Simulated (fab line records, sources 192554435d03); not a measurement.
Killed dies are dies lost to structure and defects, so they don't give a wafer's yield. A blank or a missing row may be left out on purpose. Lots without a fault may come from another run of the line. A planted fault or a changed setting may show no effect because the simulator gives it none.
Chamber matching | flow n5_finfet | N5_BEOL_M1_ETCH_63 on rie_diel-06: 4 sister chambers
The step etches SiARC in CF4, target depth 15.6 nm, time 26 s. 18 wafers are shown with their chamber, then 9 later ones without.

WAFERS WITH THEIR CHAMBER
wafer  | chamber | showerhead_plenum_p_Torr (Torr) | drypump_motor_current_A (A) | throttle_valve_pct (%)
L074.2 | 0       | 2.04                            | 5.7                         | 15.67
L074.4 | 1       | 2.10                            | 6.2                         | 15.25
L074.5 | 1       | 2.10                            | 6.2                         | 15.22
L081.2 | 1       | 2.09                            | 6.2                         | 15.28
L081.3 | 2       | 2.25                            | 6.0                         | 15.37
L081.4 | 0       | 2.04                            | 5.6                         | 15.69
L084.1 | 0       | 2.04                            | 5.6                         | 15.71
L084.5 | 0       | 2.04                            | 5.6                         | 15.72
L084.6 | 2       | 2.25                            | 6.0                         | 15.39
L088.1 | 0       | 2.03                            | 5.7                         | 15.71
L088.2 | 1       | 2.09                            | 6.2                         | 15.27
L088.6 | 1       | 2.09                            | 6.2                         | 15.27
L086.1 | 0       | 2.03                            | 5.6                         | 15.73
L086.3 | 1       | 2.09                            | 6.2                         | 15.29
L086.4 | 2       | 2.25                            | 6.0                         | 15.40
L089.1 | 1       | 2.09                            | 6.2                         | 15.29
L089.3 | 2       | 2.25                            | 6.0                         | 15.39
L089.5 | 3       | 2.20                            | 5.6                         | 15.51

SIGNATURES (means of the wafers above)
reading                  | chamber 0 | chamber 1 | chamber 2 | chamber 3 | scatter within a chamber
showerhead_plenum_p_Torr | 2.0367    | 2.0929    | 2.2500    | 2.2000    | 0.00444
drypump_motor_current_A  | 5.633     | 6.200     | 6.000     | 5.600     | 0.0309
throttle_valve_pct       | 15.7050   | 15.2671   | 15.3875   | 15.5100   | 0.0217
Rule: a wafer's distance from a chamber is the root of the sum, over the readings, of the square of ((its reading less the chamber's mean) divided by the reading's scatter). The wafer belongs to the nearest chamber; if the next one is less than 2 further off, it can't be placed. The scatter: the root of (the sum of the squares of (reading less its chamber's mean) over the shown wafers, divided by (wafers less chambers)).

WAFERS WITHOUT THEIR CHAMBER
wafer  | showerhead_plenum_p_Torr (Torr) | drypump_motor_current_A (A) | throttle_valve_pct (%)
L091.1 | 2.03                            | 5.7                         | 15.73
L091.3 | 2.09                            | 6.2                         | 15.29
L091.5 | 2.03                            | 5.6                         | 15.73
L092.1 | 2.24                            | 6.0                         | 15.40
L092.2 | 2.03                            | 5.6                         | 15.75
L092.6 | 2.20                            | 5.6                         | 15.54
L096.1 | 2.03                            | 5.6                         | 15.75
L096.2 | 2.09                            | 6.2                         | 15.32
L096.5 | 2.09                            | 6.2                         | 15.31

WHICH CHAMBER EACH WENT THROUGH
wafer  | from the rows above | in truth
L091.1 | 0                   | 0
L091.3 | 1                   | 1
L091.5 | 0                   | 0
L092.1 | 2                   | 2
L092.2 | 0                   | 0
L092.6 | 3                   | 3
L096.1 | 0                   | 0
L096.2 | 1                   | 1
L096.5 | 1                   | 1
Placed correctly: 9 of 9. Can't be placed from these rows: 0. Placed wrongly: 0.
